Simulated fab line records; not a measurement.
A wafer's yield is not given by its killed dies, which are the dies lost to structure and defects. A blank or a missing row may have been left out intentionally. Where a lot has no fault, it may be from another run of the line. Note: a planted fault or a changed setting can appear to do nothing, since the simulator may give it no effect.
fab line records	flow n5-finfet
record: lots: 8	wafers: 24	last-day: 20
route steps=1938 shown BEOL_M2@880 BEOL_M4@1111 PASSIVATION@1936
lots that met no fault: taken from a fault-free run of the same line
start-h: hours from the record's opening day to when the first of the lot's shown wafers began	wait-h: hours since the lot's step before	" unchanged from the row above	L1.1+2: several wafers, shown together as one row	- value missing, or start not given	* or withheld: withheld	< > ~ a bound
route shown NAME@n: a module of which the file shows steps, and the number in the route of the first	usual: average and standard deviation across the fault-free wafers	same: alike in all rows	chamber/n: place in a boat	sites: the reading at each site	_std_site: standard deviation of those values	_edge_site: the outer-site mean with the inner-site mean subtracted	radius-mm: how far each site lies from the wafer's centre	mask NAME#n: copy n	behind: the tool/chamber that last shaped the wafer	hold: cause of the lot's hold/its duration in hours/its outcome	device: whichever transistor did not switch (one of n, p or np)	end of line: tests run on the same wafers once the route is complete	for a step that has no rows: nothing shown but its recipe	killed: at the first sort, the dies lost to defects and structure; wafer yield is something else	map: dies across one wafer; x = killed, . = not, _ = none there
set.NAME: the setting as run; set.NAME@STEP: as run at that earlier step	model.NAME: the simulator's own value behind a step, which no gauge read
one table for each step of the route and one row for each wafer, over a sample of lots
services: when a tool's chamber went out of use (start-h, in hours from the record's first day, below 0 if earlier), for how many hours, and the reason
== steps ==
step: N5_BEOL_M2_ETCH_77
recipe: chemistry: N2/H2	target: underlayer	target-depth-a: 65	mask-material: CAR-EUV	time-s: 5.2	ion-energy-ev: 200	pressure-mtorr: 30	source-w: 840	bias-w: 150	n2-flow-sccm: 200	h2-flow-sccm: 200	ends: cleared
usual: drypump-motor-current-A: 5.7/0.42	etch-rf-on-time-s: 5.19/0.16	oes-product-au: 0.69/0.074	rf-vpp-V: 523.3/2.2	showerhead-plenum-p-Torr: 2.53/0.06	throttle-valve-pct: 17.8/0.33
lot.wafer	tool	chamber	start-h	wait-h	drypump-motor-current-A	etch-rf-on-time-s	oes-product-au	rf-hours-counter-h	rf-vpp-V	showerhead-plenum-p-Torr	throttle-valve-pct
L425.2	rie-diel-05	0	165.13	0.0	5.7	5.23	0.60	223	521.2	2.53	18.1
L425.3	"	3	"	"	6.6	5.10	0.80	7	522.2	2.50	17.4
L425.4	"	2	"	"	6.1	4.94	0.87	0	526.1	2.59	17.4
L432.1	rie-diel-06	1	264.18	0.0	5.3	5.29	0.58	241	523.6	2.41	18.1
L432.5	"	0	"	"	5.4	5.39	0.67	-	524.6	2.57	17.7
L432.6	"	1	"	"	5.3	5.31	0.58	-	519.8	2.41	18.1
L435.3	rie-diel-06	0	266.73	0.0	5.4	5.49	0.66	101	525.6	2.57	17.7
L435.4	"	2	"	"	4.6	5.18	0.68	122	525.8	2.56	18.1
L435.6	"	2	"	"	4.6	5.17	0.67	-	524.8	2.56	18.1
L439.3	rie-diel-01	1	267.71	0.0	6.0	5.16	0.66	110	526.3	2.53	17.5
L439.4	"	3	"	"	6.0	5.16	0.65	139	522.4	2.56	18.2
L439.6	"	0	"	"	5.8	4.95	0.78	-	526.4	2.59	17.4
L440.1	rie-diel-01	3	269.03	0.0	6.0	5.22	0.65	140	523.0	2.56	18.2
L440.4	"	2	"	"	5.4	5.48	0.68	86	521.8	2.49	18.1
L440.5	"	0	"	"	5.8	4.99	0.77	-	522.4	2.58	17.4
L436.2	rie-diel-06	1	270.52	0.0	5.3	5.29	0.57	243	517.6	2.41	18.1
L436.4	"	3	"	"	5.6	5.34	0.78	10	520.8	2.48	17.5
L436.5	"	3	"	"	5.6	5.31	0.78	-	522.3	2.48	17.5
L438.1	rie-diel-01	3	270.92	0.0	6.0	5.10	0.64	141	522.5	2.56	18.2
L438.3	"	2	"	"	5.4	5.43	0.67	87	521.6	2.49	18.1
L438.5	"	3	"	"	6.0	5.16	0.65	-	523.5	2.56	18.2
L443.4	rie-diel-01	1	274.10	0.0	6.0	5.12	0.66	113	526.0	2.53	17.5
L443.5	"	3	"	"	6.1	5.14	0.65	-	522.5	2.55	18.2
L443.6	"	2	"	"	5.4	5.41	0.67	-	523.6	2.49	18.2
step: N5_BEOL_M2_ETCHBACK_99
recipe: chemistry: CHF3	target: SiO2	target-depth-a: 50	time-s: 10.4	source-w: 215	bias-w: 47	Ar_flow_sccm: 200	CHF3_flow_sccm: 12	ion-energy-ev: 100	pressure-mtorr: 30
usual: CHF3_flow_sccm: 12.01/0.035	bias-w: 47.01/0.13	drypump-motor-current-A: 5.8/0.4	mfc-ar-sccm: 200.0/0.57	oes-product-au: 0.82/0.099	rf-vpp-V: 241/4.2	showerhead-plenum-p-Torr: 2.13/0.054	throttle-valve-pct: 16.98/0.3
lot.wafer	tool	chamber	start-h	wait-h	CHF3_flow_sccm	bias-w	drypump-motor-current-A	mfc-ar-sccm	oes-product-au	rf-hours-counter-h	rf-vpp-V	showerhead-plenum-p-Torr	throttle-valve-pct
L425.2	rie-diel-05	3	168.56	3.3	12.00	47.04	6.6	199.8	0.93	9	246	2.11	16.59
L425.3	"	1	"	"	11.99	46.97	5.8	199.3	0.70	211	243	2.05	17.36
L425.4	"	0	"	"	12.04	47.07	5.7	200.1	0.72	224	237	2.13	17.22
L432.1	rie-diel-06	3	265.21	0.9	-	-	-	-	-	-	-	-	-
L432.5	"	1	"	"	-	-	-	-	-	-	-	-	-
L432.6	"	0	"	"	-	-	-	-	-	-	-	-	-
L435.3	rie-diel-05	2	271.67	4.8	-	-	-	-	-	-	-	-	-
L435.4	"	1	"	"	-	-	-	-	-	-	-	-	-
L435.6	"	2	"	"	-	-	-	-	-	-	-	-	-
L439.3	rie-diel-06	1	273.14	5.3	11.95	46.85	5.3	200.7	0.68	244	234	2.03	17.18
L439.4	"	0	"	"	11.99	47.08	5.5	200.8	0.80	103	240	2.17	16.81
L439.6	"	3	"	"	12.01	47.33	5.6	199.6	0.93	-	235	2.10	16.76
L440.1	rie-diel-05	0	274.12	4.8	12.00	47.06	5.6	199.6	0.96	4	237	2.12	16.89
L440.4	"	3	"	"	12.02	46.96	6.6	200.5	0.85	46	247	2.10	16.63
L440.5	"	2	"	"	11.99	47.07	6.1	200.1	0.90	-	240	2.20	16.77
L436.2	rie-diel-05	1	274.60	3.7	12.02	47.17	5.8	200.5	0.67	248	245	2.03	17.39
L436.4	"	0	"	"	11.94	46.90	5.7	200.9	0.95	5	237	2.12	16.87
L436.5	"	3	"	"	12.03	47.04	6.6	199.7	0.86	-	248	2.10	16.65
L438.1	rie-diel-06	2	274.73	2.7	12.04	47.15	4.6	200.6	0.80	126	248	2.15	17.24
L438.3	"	1	"	"	12.07	46.98	5.3	201.0	0.68	244	235	2.03	17.17
L438.5	"	2	"	"	12.01	47.14	4.6	200.3	0.80	-	246	2.15	17.25
L443.4	rie-diel-05	1	277.35	1.9	12.05	47.10	5.8	199.8	0.68	-	243	2.03	17.41
L443.5	"	2	"	"	12.01	46.80	6.1	200.0	0.90	-	240	2.20	16.77
L443.6	"	0	"	"	12.07	47.04	5.7	199.5	0.96	-	236	2.12	16.89
step: N5_BEOL_M2_ETCH_70
recipe: chemistry: N2/H2	target: SOC	target-depth-a: 800	overetch-a: 240	mask-material: SiARC	temp-c: 40	time-s: 130	ion-energy-ev: 200	pressure-mtorr: 30	source-w: 840	bias-w: 150	n2-flow-sccm: 200	h2-flow-sccm: 200
usual: drypump-motor-current-A: 5.8/0.41	oes-product-au: 0.60/0.068	rf-vpp-V: 523.3/2	showerhead-plenum-p-Torr: 2.52/0.063	temp-c: 40.00/0.1	throttle-valve-pct: 17.8/0.32
lot.wafer	tool	chamber	start-h	wait-h	drypump-motor-current-A	oes-product-au	rf-hours-counter-h	rf-vpp-V	showerhead-plenum-p-Torr	temp-c	throttle-valve-pct
L425.2	rie-diel-05	3	168.60	0.0	6.6	0.68	9	522.4	2.50	40.10	17.4
L425.3	"	1	"	"	5.8	0.51	211	520.6	2.41	39.95	18.0
L425.4	"	0	"	"	5.7	0.53	224	523.1	2.53	39.98	18.1
L432.1	rie-diel-06	3	265.25	0.0	5.6	0.69	8	523.4	2.48	39.90	17.4
L432.5	"	1	"	"	5.3	0.50	-	520.1	2.41	39.93	18.1
L432.6	"	0	"	"	5.5	0.59	-	524.5	2.57	39.85	17.7
L435.3	rie-diel-05	2	271.71	0.0	6.1	0.64	36	525.8	2.57	39.79	17.4
L435.4	"	1	"	"	5.8	0.50	247	519.5	2.39	40.17	18.1
L435.6	"	2	"	"	6.1	0.65	-	524.8	2.57	40.09	17.4
L439.3	rie-diel-06	1	273.18	0.0	5.3	0.51	244	519.9	2.41	40.06	18.1
L439.4	"	0	"	"	5.5	0.59	103	524.9	2.57	39.98	17.7
L439.6	"	3	"	"	5.6	0.68	-	523.0	2.48	40.04	17.4
L440.1	rie-diel-05	0	274.15	0.0	5.7	0.70	4	523.0	2.52	40.08	17.8
L440.4	"	3	"	"	6.6	0.62	46	520.7	2.49	39.99	17.4
L440.5	"	2	"	"	6.1	0.65	-	523.5	2.57	39.98	17.4
L436.2	rie-diel-05	1	274.64	0.0	5.8	0.49	248	518.2	2.39	39.97	18.1
L436.4	"	0	"	"	5.7	0.69	5	522.7	2.52	39.88	17.8
L436.5	"	3	"	"	6.6	0.62	-	522.6	2.49	39.90	17.4
L438.1	rie-diel-06	2	274.76	0.0	4.6	0.57	126	523.1	2.55	40.09	18.1
L438.3	"	1	"	"	5.3	0.50	244	521.2	2.41	39.89	18.1
L438.5	"	2	"	"	4.6	0.58	-	523.9	2.55	40.14	18.1
L443.4	rie-diel-05	1	277.41	0.0	5.8	0.50	-	520.7	2.39	40.08	18.1
L443.5	"	2	"	"	6.1	0.65	-	525.8	2.57	40.17	17.4
L443.6	"	0	"	"	5.7	0.70	-	523.2	2.52	39.90	17.8
step: N5_BEOL_M2_STRIP_36
recipe: chemistry: N2/H2	power-w: 450	temp-c: 40	pressure-mtorr: 20	rf-frequency-hz: 6e+07	overash-fraction: 0.3	bias-power-w: 7	h2-frac: 0.5	n2-flow-sccm: 200	h2-flow-sccm: 200
usual: drypump-motor-current-A: 5.8/0.41	oes-product-au: 0.82/0.1	rf-vpp-V: 59.0/1.5	showerhead-plenum-p-Torr: 2.52/0.063	temp-c: 39.98/0.12	throttle-valve-pct: 23.6/0.36
same: overash-fraction: 0.3
lot.wafer	tool	chamber	start-h	wait-h	drypump-motor-current-A	oes-product-au	rf-hours-counter-h	rf-vpp-V	showerhead-plenum-p-Torr	temp-c	throttle-valve-pct
L425.2	rie-diel-05	3	168.77	0.0	6.7	0.93	9	58.5	2.50	40.04	23.3
L425.3	"	1	"	"	5.8	0.69	211	58.6	2.40	40.01	23.8
L425.4	"	0	"	"	5.7	0.71	224	58.8	2.52	39.99	23.9
L432.1	rie-diel-06	3	265.41	0.0	5.6	0.94	8	62.1	2.47	39.91	23.2
L432.5	"	1	"	"	5.3	0.68	-	59.2	2.41	39.95	24.0
L432.6	"	0	"	"	5.5	0.81	-	60.2	2.57	39.98	23.7
L435.3	rie-diel-05	2	271.88	0.0	6.1	0.90	36	57.6	2.57	39.88	23.3
L435.4	"	1	"	"	5.8	0.65	247	58.5	2.39	39.99	23.8
L435.6	"	2	"	"	6.1	0.89	-	56.5	2.57	39.91	23.3
L439.3	rie-diel-06	1	273.34	0.0	5.3	0.69	244	60.0	2.41	40.04	24.0
L439.4	"	0	"	"	5.5	0.81	103	58.9	2.57	39.97	23.7
L439.6	"	3	"	"	5.6	0.93	-	63.1	2.47	40.06	23.2
L440.1	rie-diel-05	0	274.32	0.0	5.6	0.94	5	60.5	2.51	39.90	23.8
L440.4	"	3	"	"	6.6	0.85	46	60.6	2.48	39.78	23.3
L440.5	"	2	"	"	6.1	0.90	-	60.1	2.57	39.84	23.3
L436.2	rie-diel-05	1	274.81	0.0	5.8	0.67	248	57.0	2.39	39.82	23.8
L436.4	"	0	"	"	5.7	0.95	5	58.9	2.51	39.77	23.8
L436.5	"	3	"	"	6.7	0.85	-	59.6	2.48	39.78	23.3
L438.1	rie-diel-06	2	274.93	0.0	4.6	0.78	126	60.2	2.55	39.80	23.9
L438.3	"	1	"	"	5.3	0.68	244	57.4	2.41	39.82	24.0
L438.5	"	2	"	"	4.6	0.78	-	59.5	2.55	40.08	23.9
L443.4	rie-diel-05	1	277.55	0.0	5.8	0.65	-	58.5	2.39	39.89	23.8
L443.5	"	2	"	"	6.1	0.89	-	59.8	2.57	40.02	23.3
L443.6	"	0	"	"	5.6	0.96	-	57.2	2.51	39.84	23.8
step: N5_BEOL_M4_RC_MEAS_101
usual: DIBL_N: 36.3/1.7	DIBL_P: 36.5/2.1	IOFF_N: 0.16/0.03	IOFF_P: 0.22/0.035	ION_N: 675/11	ION_P: 465/7.1	SS_N: 71.5/0.62	SS_P: 73.3/0.64	VT_N: 250/3.1	VT_P: -249.1/3
lot.wafer	tool	chamber	start-h	wait-h	DIBL_N[mV/V]	DIBL_P[mV/V]	IOFF_N[nA/um]	IOFF_P[nA/um]	ION_N[uA/um]	ION_P[uA/um]	SS_N[mV/dec]	SS_P[mV/dec]	VT_N[mV]	VT_P[mV]
L425.2	prober-01	0	195.39	0.2	36.4	36.4	0.16	0.19	669	456	71.9	73.9	251	-253.5
L425.3	"	0	"	"	33.1	32.5	0.11	0.16	671	460	71.3	72.4	254	-256.4
L425.4	"	0	"	"	37.8	39.1	0.21	0.25	688	472	72.2	74.0	243	-246.4
L439.3	prober-02	0	303.65	0.3	37.7	38.0	0.17	0.21	679	457	72.3	73.4	250	-251.3
L439.4	"	0	"	"	37.1	36.4	0.16	0.19	667	447	72.0	72.9	253	-255.7
L439.6	"	0	"	"	35.4	35.3	0.13	0.18	665	458	71.1	73.0	252	-252.1
L440.1	prober-01	0	308.98	0.0	38.4	36.9	0.19	0.25	681	468	72.3	73.4	246	-245.4
L440.4	"	0	"	"	36.6	34.3	0.15	0.21	674	468	71.7	73.4	248	-246.7
L440.5	"	0	"	"	37.4	36.5	0.18	0.24	694	474	71.3	73.3	246	-247.4
L436.2	prober-02	0	325.00	0.2	32.9	34.5	0.14	0.19	678	462	71.1	73.4	249	-251.0
L436.4	"	0	"	"	33.7	35.4	0.14	0.20	661	459	71.2	72.9	249	-253.3
L436.5	"	0	"	"	33.4	34.9	0.14	0.19	660	459	70.5	73.0	252	-251.4
L438.1	prober-02	0	330.25	0.0	37.5	38.0	0.18	0.28	662	460	71.3	73.8	248	-245.2
L438.3	"	0	"	"	37.8	36.8	0.17	0.24	678	466	72.0	73.4	251	-246.1
L438.5	"	0	"	"	39.2	38.9	0.20	0.26	672	456	72.5	73.3	247	-245.9
L443.4	prober-02	0	332.50	0.5	36.4	38.1	0.16	0.23	671	467	71.5	73.8	252	-246.8
L443.5	"	0	"	"	34.0	35.8	0.13	0.20	686	475	70.5	73.1	253	-248.7
L443.6	"	0	"	"	36.9	38.7	0.19	0.24	691	480	71.2	73.9	245	-246.6
step: N5_PASSIVATION_PROBE_49
usual: defect-limited-yield: 91.2/1.4	killed_at_M0_to_M3: 36/10	killed_at_M4_up: 13/5.1	killed-at-contacts: 12/5.4	killed-at-front-end: 39/11	killed-at-other: 3.5/2.4	killed-dies: 104/17	killed-on-rim: 14/3.8	killed-open: 67/13	killed-short: 36/8.3	sort_bin_5_function: 5.2/0.98	sort_bin_6_memory: 3.3/0.68	sort-n-pass: 1076/17	sort-yield-pct: 91.2/1.4
same: gross-dies: 1180	killed-at-back-side: 0	sort_bin_4_leakage[%]: 0	sort_bin_8_speed[%]: 0
lot.wafer	tool	chamber	start-h	wait-h	defect-limited-yield[%]	killed_at_M0_to_M3	killed_at_M4_up	killed-at-contacts	killed-at-front-end	killed-at-other	killed-dies	killed-on-rim	killed-open	killed-short	sort_bin_5_function[%]	sort_bin_6_memory[%]	sort-n-pass	sort-yield-pct[%]
L425.2	prober-02	-	280.22	0.1	94.0	28	11	8	21	3	71	9	40	29	3.8	1.7	1109	94.0
L425.3	prober-02	-	280.27	0.1	91.9	19	12	13	52	0	96	14	54	39	4.5	3.3	1084	91.9
L425.4	prober-02	-	280.32	0.2	91.9	33	5	6	48	3	95	16	56	33	4.7	2.6	1085	91.9
L432.1	prober-01	-	410.48	0.2	0	1117	20	8	35	0	1180	152	69	21	96.9	3.0	0	0
L432.5	prober-01	-	410.68	0.4	0	1110	15	17	35	3	1180	152	65	35	96.0	3.7	0	0
L432.6	prober-01	-	410.73	0.5	0	1105	14	9	49	3	1180	152	70	42	96.5	3.2	0	0
L435.3	prober-02	-	428.50	0.1	0	1117	16	25	22	0	1180	152	66	36	96.3	3.1	0	0
L435.4	prober-02	-	428.55	0.2	0	1138	13	8	17	4	1180	152	52	19	97.8	2.2	0	0
L435.6	prober-02	-	428.65	0.3	0	1119	21	18	20	2	1180	152	57	40	96.1	3.6	0	0
L439.3	prober-01	-	435.14	0.1	91.7	31	9	11	40	7	98	10	63	35	4.8	3.1	1082	91.7
L439.4	prober-01	-	435.19	0.2	91.9	23	13	11	44	4	95	14	70	24	4.5	3.3	1085	91.9
L439.6	prober-01	-	435.29	0.3	91.9	24	13	21	36	2	96	13	73	23	4.6	3.3	1084	91.9
L440.1	prober-01	-	439.00	0.0	93.6	29	4	9	32	2	76	8	52	23	4.4	1.9	1104	93.6
L440.4	prober-01	-	439.15	0.2	91.9	49	12	7	26	1	95	14	62	29	5.3	2.6	1085	91.9
L440.5	prober-01	-	439.20	0.2	93.3	26	10	4	35	4	79	10	39	37	3.3	3.1	1101	93.3
L443.4	prober-01	-	458.46	0.2	90.4	27	12	26	39	9	113	19	78	35	5.8	3.4	1067	90.4
L443.5	prober-01	-	458.51	0.2	89.6	48	16	17	40	2	123	11	86	37	5.9	3.8	1057	89.6
L443.6	prober-01	-	458.56	0.3	91.8	30	10	14	40	3	97	17	64	31	4.9	3.1	1083	91.8
L436.2	prober-01	-	459.61	0.1	90.3	58	11	5	37	4	115	16	74	41	6.3	3.1	1065	90.3
L436.4	prober-01	-	459.71	0.2	93.1	37	10	9	21	4	81	12	48	31	3.9	2.3	1099	93.1
L436.5	prober-01	-	459.76	0.2	90.9	45	18	9	35	0	107	12	75	32	5.3	3.6	1073	90.9
L438.1	prober-01	-	468.27	0.0	89.7	53	15	16	35	3	122	18	80	37	6.5	3.1	1058	89.7
L438.3	prober-01	-	468.37	0.1	90.3	46	13	15	40	1	115	13	75	40	6.1	3.3	1065	90.3
L438.5	prober-01	-	468.47	0.2	89.0	29	20	14	65	2	130	14	83	47	6.5	4.3	1050	89.0
killed by level:class
L425.2 BEOL_M0_SAQP:geometric-particle:short=8 BEOL_M2:geometric-particle:open=8 MOL_CONTACT_COAG:geometric-particle:open=7 BEOL_M0_SAQP:geometric-particle:open=4 BEOL_M3:geometric-particle:open=4 FIN_SAQP:geometric-particle:short=3 FIN_CUT:geometric-particle:short=3 BEOL_M4:geometric-particle:open=3
L425.3 STI_FIN_REVEAL:geometric-particle:open=9 MOL_CONTACT_COAG:geometric-particle:open=9 FIN_SAQP:geometric-particle:open=7 FIN_SAQP:geometric-particle:short=7 BEOL_M0_SAQP:geometric-particle:open=5 BEOL_M0_SAQP:geometric-particle:short=5 DUMMY_GATE:geometric-particle:open=4 GATE_CUT:geometric-particle:short=4
L425.4 FIN_SAQP:geometric-particle:open=12 STI_FIN_REVEAL:geometric-particle:open=8 BEOL_M0_SAQP:geometric-particle:short=8 BEOL_M0_SAQP:geometric-particle:open=8 BEOL_M3:geometric-particle:open=7 FIN_SAQP:geometric-particle:short=6 MOL_CONTACT_COAG:geometric-particle:open=5 BEOL_M2:geometric-particle:open=5
L432.1 BEOL_M2:area-etchback=1089 BEOL_M2:geometric-particle:open=12 BEOL_M4:geometric-particle:open=9 STI_FIN_REVEAL:geometric-particle:open=7 MOL_CONTACT_COAG:geometric-particle:open=6 DUMMY_GATE:geometric-particle:open=5 GATE_CUT:geometric-particle:short=5 BEOL_M3:geometric-particle:open=5
L432.5 BEOL_M2:area-etchback=1080 MOL_CONTACT_COAG:geometric-particle:open=12 BEOL_M2:geometric-particle:open=9 DUMMY_GATE:geometric-particle:open=7 BEOL_M0_SAQP:geometric-particle:open=7 BEOL_M0_SAQP:geometric-particle:short=6 DUMMY_GATE:geometric-particle:short=5 MOL_CONTACT_COAG:geometric-particle:short=5
L432.6 BEOL_M2:area-etchback=1065 BEOL_M0_SAQP:geometric-particle:short=13 BEOL_M0_SAQP:geometric-particle:open=9 BEOL_M2:geometric-particle:open=9 FIN_SAQP:geometric-particle:open=7 MOL_CONTACT_COAG:geometric-particle:open=7 BEOL_M5:geometric-particle:open=6 DUMMY_GATE:geometric-particle:open=5
L435.3 BEOL_M2:area-etchback=1076 MOL_CONTACT_COAG:geometric-particle:open=19 BEOL_M0_SAQP:geometric-particle:open=16 BEOL_M0_SAQP:geometric-particle:short=12 MOL_CONTACT_COAG:geometric-particle:short=5 BEOL_M4:geometric-particle:open=5 STARTING-WAFER:geometric-particle:short=4 FIN_SAQP:geometric-particle:short=3
L435.4 BEOL_M2:area-etchback=1108 BEOL_M0_SAQP:geometric-particle:open=11 BEOL_M0_SAQP:geometric-particle:short=9 MOL_CONTACT_COAG:geometric-particle:open=5 BEOL_M3:geometric-particle:open=5 STI_FIN_REVEAL:geometric-particle:open=4 BEOL_M4:geometric-particle:open=4 FIN_SAQP:geometric-particle:open=3
L435.6 BEOL_M2:area-etchback=1083 MOL_CONTACT_COAG:geometric-particle:open=15 BEOL_M0_SAQP:geometric-particle:short=12 BEOL_M0_SAQP:geometric-particle:open=7 FIN_SAQP:geometric-particle:open=6 BEOL_M4:geometric-particle:open=6 BEOL_M1:geometric-particle:open=4 BEOL_M1:geometric-particle:short=4
L439.3 DUMMY_GATE:geometric-particle:open=13 BEOL_M1:geometric-particle:open=9 MOL_CONTACT_COAG:geometric-particle:open=8 BEOL_M0_SAQP:geometric-particle:short=6 FIN_SAQP:geometric-particle:open=5 BEOL_M3:geometric-particle:open=5 STI_FIN_REVEAL:geometric-particle:open=4 BEOL_M1:geometric-particle:short=4
L439.4 MOL_CONTACT_COAG:geometric-particle:open=11 STI_FIN_REVEAL:geometric-particle:open=11 DUMMY_GATE:geometric-particle:open=11 BEOL_M4:geometric-particle:open=6 FIN_SAQP:geometric-particle:short=5 BEOL_M0_SAQP:geometric-particle:open=5 BEOL_M0_SAQP:geometric-particle:short=4 BEOL_M0:geometric-particle:short=4
L439.6 MOL_CONTACT_COAG:geometric-particle:open=19 FIN_SAQP:geometric-particle:open=10 STI_FIN_REVEAL:geometric-particle:open=9 BEOL_M1:geometric-particle:open=8 BEOL_M4:geometric-particle:open=7 BEOL_M0_SAQP:geometric-particle:open=6 FIN_SAQP:geometric-particle:short=4 BEOL_M1:geometric-particle:short=4
L440.1 BEOL_M0_SAQP:geometric-particle:open=11 FIN_SAQP:geometric-particle:open=8 STI_FIN_REVEAL:geometric-particle:open=8 MOL_CONTACT_COAG:geometric-particle:open=8 BEOL_M0_SAQP:geometric-particle:short=8 BEOL_M3:geometric-particle:open=4 FIN_SAQP:geometric-particle:short=3 GATE_CUT:geometric-particle:short=3
L440.4 BEOL_M0_SAQP:geometric-particle:open=8 BEOL_M0_SAQP:geometric-particle:short=8 BEOL_M4:geometric-particle:open=8 BEOL_M1:geometric-particle:open=8 MOL_CONTACT_COAG:geometric-particle:open=6 FIN_SAQP:geometric-particle:open=5 STI_FIN_REVEAL:geometric-particle:open=5 BEOL_M2:geometric-particle:short=5
L440.5 FIN_SAQP:geometric-particle:open=12 BEOL_M0_SAQP:geometric-particle:short=7 BEOL_M3:geometric-particle:short=7 FIN_SAQP:geometric-particle:short=6 BEOL_M0_SAQP:geometric-particle:open=5 STARTING-WAFER:geometric-particle:open=4 GATE_CUT:geometric-particle:short=3 MOL_CONTACT_COAG:geometric-particle:open=3
L443.4 MOL_CONTACT_COAG:geometric-particle:open=18 FIN_SAQP:geometric-particle:open=11 BEOL_M2:geometric-particle:open=9 MOL_CONTACT_COAG:geometric-particle:short=8 FIN_SAQP:geometric-particle:short=7 BEOL_M3:geometric-particle:open=7 DUMMY_GATE:geometric-particle:open=5 BEOL_M0_SAQP:geometric-particle:open=4
L443.5 MOL_CONTACT_COAG:geometric-particle:open=16 BEOL_M0_SAQP:geometric-particle:short=12 BEOL_M0_SAQP:geometric-particle:open=12 BEOL_M3:geometric-particle:open=12 FIN_SAQP:geometric-particle:short=9 FIN_SAQP:geometric-particle:open=8 DUMMY_GATE:geometric-particle:open=7 BEOL_M2:geometric-particle:open=7
L443.6 MOL_CONTACT_COAG:geometric-particle:open=10 FIN_SAQP:geometric-particle:short=8 DUMMY_GATE:geometric-particle:open=8 BEOL_M2:geometric-particle:open=8 FIN_SAQP:geometric-particle:open=7 STI_FIN_REVEAL:geometric-particle:open=5 BEOL_M2:geometric-particle:short=5 BEOL_M3:geometric-particle:open=5
L436.2 BEOL_M0_SAQP:geometric-particle:short=15 BEOL_M3:geometric-particle:open=12 BEOL_M1:geometric-particle:open=10 FIN_SAQP:geometric-particle:open=8 BEOL_M0_SAQP:geometric-particle:open=8 FIN_SAQP:geometric-particle:short=7 STI_FIN_REVEAL:geometric-particle:open=6 DUMMY_GATE:geometric-particle:open=5
L436.4 BEOL_M3:geometric-particle:open=10 BEOL_M0_SAQP:geometric-particle:short=9 BEOL_M0_SAQP:geometric-particle:open=9 FIN_SAQP:geometric-particle:short=8 MOL_CONTACT_COAG:geometric-particle:open=8 BEOL_M4:geometric-particle:open=5 FIN_SAQP:geometric-particle:open=4 BEOL_M1:geometric-particle:open=3
L436.5 BEOL_M0_SAQP:geometric-particle:open=16 FIN_SAQP:geometric-particle:short=10 BEOL_M0_SAQP:geometric-particle:short=10 MOL_CONTACT_COAG:geometric-particle:open=9 BEOL_M3:geometric-particle:open=8 BEOL_M4:geometric-particle:open=7 STI_FIN_REVEAL:geometric-particle:open=6 FIN_SAQP:geometric-particle:open=5
L438.1 BEOL_M0_SAQP:geometric-particle:open=17 MOL_CONTACT_COAG:geometric-particle:open=15 BEOL_M0_SAQP:geometric-particle:short=14 BEOL_M2:geometric-particle:open=10 BEOL_M4:geometric-particle:open=10 FIN_SAQP:geometric-particle:short=9 STI_FIN_REVEAL:geometric-particle:open=8 BEOL_M3:geometric-particle:open=6
L438.3 MOL_CONTACT_COAG:geometric-particle:open=12 FIN_SAQP:geometric-particle:short=10 BEOL_M0_SAQP:geometric-particle:short=10 BEOL_M3:geometric-particle:open=9 BEOL_M0_SAQP:geometric-particle:open=7 BEOL_M4:geometric-particle:open=7 FIN_SAQP:geometric-particle:open=6 DUMMY_GATE:geometric-particle:open=6
L438.5 FIN_SAQP:geometric-particle:short=16 FIN_SAQP:geometric-particle:open=15 STI_FIN_REVEAL:geometric-particle:open=13 MOL_CONTACT_COAG:geometric-particle:open=12 BEOL_M4:geometric-particle:open=11 BEOL_M0_SAQP:geometric-particle:open=7 STARTING-WAFER:geometric-particle:short=6 BEOL_M0_SAQP:geometric-particle:short=5
== services ==
tool	chamber	start-h	hours	kind
rie-diel-05	2	147.93	-	clean
rie-diel-05	2	147.93	-	consumable-replace:focus-ring
rie-diel-05	2	147.93	15.4	scheduled-down
rie-diel-05	2	147.93	15.4	vent-cycle
rie-diel-06	1	168.38	3.6	repair
rie-diel-06	3	219.64	-	clean
rie-diel-06	3	219.64	-	consumable-replace:focus-ring
rie-diel-06	3	219.64	19.4	scheduled-down
rie-diel-06	3	219.64	19.4	vent-cycle
rie-diel-05	0	243.82	-	clean
rie-diel-05	0	243.82	-	consumable-replace:focus-ring
rie-diel-05	0	243.82	17.7	scheduled-down
rie-diel-05	0	243.82	17.7	vent-cycle
rie-diel-05	3	276.08	2.3	repair
== key ==
first-sign: step: N5_BEOL_M2_ETCHBACK_99	reading: tool-record	direction: missing
effect: step: N5_PASSIVATION_PROBE_49	reading: killed_at_M0_to_M3	direction: up	sigmas: 99+	usual: 36	struck: 1118
more-kills-born-at: N5_BEOL_M2_ETCHBACK_99@rie-diel-05: 3267	N5_BEOL_M2_ETCHBACK_99@rie-diel-06: 3234
met-at N5_BEOL_M2_ETCHBACK_99
struck-lots L432,L435
later-rows-left-out L432.1,L432.5,L432.6,L435.3,L435.4,L435.6
not-acting-at N5_BEOL_M2_ETCH_77,N5_BEOL_M2_ETCH_70,N5_BEOL_M2_STRIP_36
onset-between 168.56 265.21
fault: kind: skipped-step-whole	tool: rie-diel-05,rie-diel-06	chamber: -	onset-h: 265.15	steps: N5_BEOL_M2_ETCHBACK_99	scope: struck-lots-only
later-rows-left-out: the simulator's readings of these wafers behind a module that went badly wrong aren't trusted and aren't shown, but for the sort
